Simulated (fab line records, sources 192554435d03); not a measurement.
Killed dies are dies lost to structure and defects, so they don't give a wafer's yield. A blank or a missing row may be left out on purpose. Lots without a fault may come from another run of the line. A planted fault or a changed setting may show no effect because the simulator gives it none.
Chamber matching | flow n5_finfet | N5_BEOL_M5_ETCH_75 on rie_diel-06: 4 sister chambers
The step etches underlayer in N2/H2, target depth 6.5 nm, time 5.2 s. 8 wafers are shown with their chamber, then 10 later ones without.

WAFERS WITH THEIR CHAMBER
wafer  | chamber | showerhead_plenum_p_Torr (Torr) | throttle_valve_pct (%)
L077.3 | 0       | 2.66                            | 17.53
L080.1 | 2       | 2.62                            | 18.24
L080.4 | 1       | 2.54                            | 18.26
L081.1 | 2       | 2.61                            | 18.26
L081.5 | 1       | 2.54                            | 18.28
L090.1 | 3       | 2.40                            | 17.94
L090.5 | 0       | 2.65                            | 17.60
L090.6 | 3       | 2.40                            | 17.94

WAFERS WITHOUT THEIR CHAMBER
wafer  | showerhead_plenum_p_Torr (Torr) | throttle_valve_pct (%)
L087.2 | 2.40                            | 17.96
L087.3 | 2.65                            | 17.58
L087.5 | 2.53                            | 18.29
L092.1 | 2.65                            | 17.58
L092.2 | 2.53                            | 18.31
L092.4 | 2.53                            | 18.30
L094.1 | 2.40                            | 17.99
L094.3 | 2.65                            | 17.59
L094.4 | 2.65                            | 17.60
L097.5 | 2.40                            | 18.02

WHICH CHAMBER EACH WENT THROUGH
wafer  | from the rows above | in truth
L087.2 | 3                   | 3
L087.3 | 0                   | 0
L087.5 | 1                   | 1
L092.1 | 0                   | 0
L092.2 | 1                   | 1
L092.4 | 1                   | 1
L094.1 | 3                   | 3
L094.3 | 0                   | 0
L094.4 | 0                   | 0
L097.5 | 3                   | 3
Placed correctly: 10 of 10. Can't be placed from these rows: 0. Placed wrongly: 0.
How it was worked out, from the rows above alone: a wafer's distance from a chamber is the root of the sum, over the readings, of the square of ((its reading less the chamber's mean) divided by the reading's scatter). The wafer belongs to the nearest chamber; if the next one is less than 2 further off, it can't be placed. A chamber's mean is the mean of its shown wafers. The scatter: the root of (the sum of the squares of (reading less its chamber's mean) over the shown wafers, divided by (wafers less chambers)).
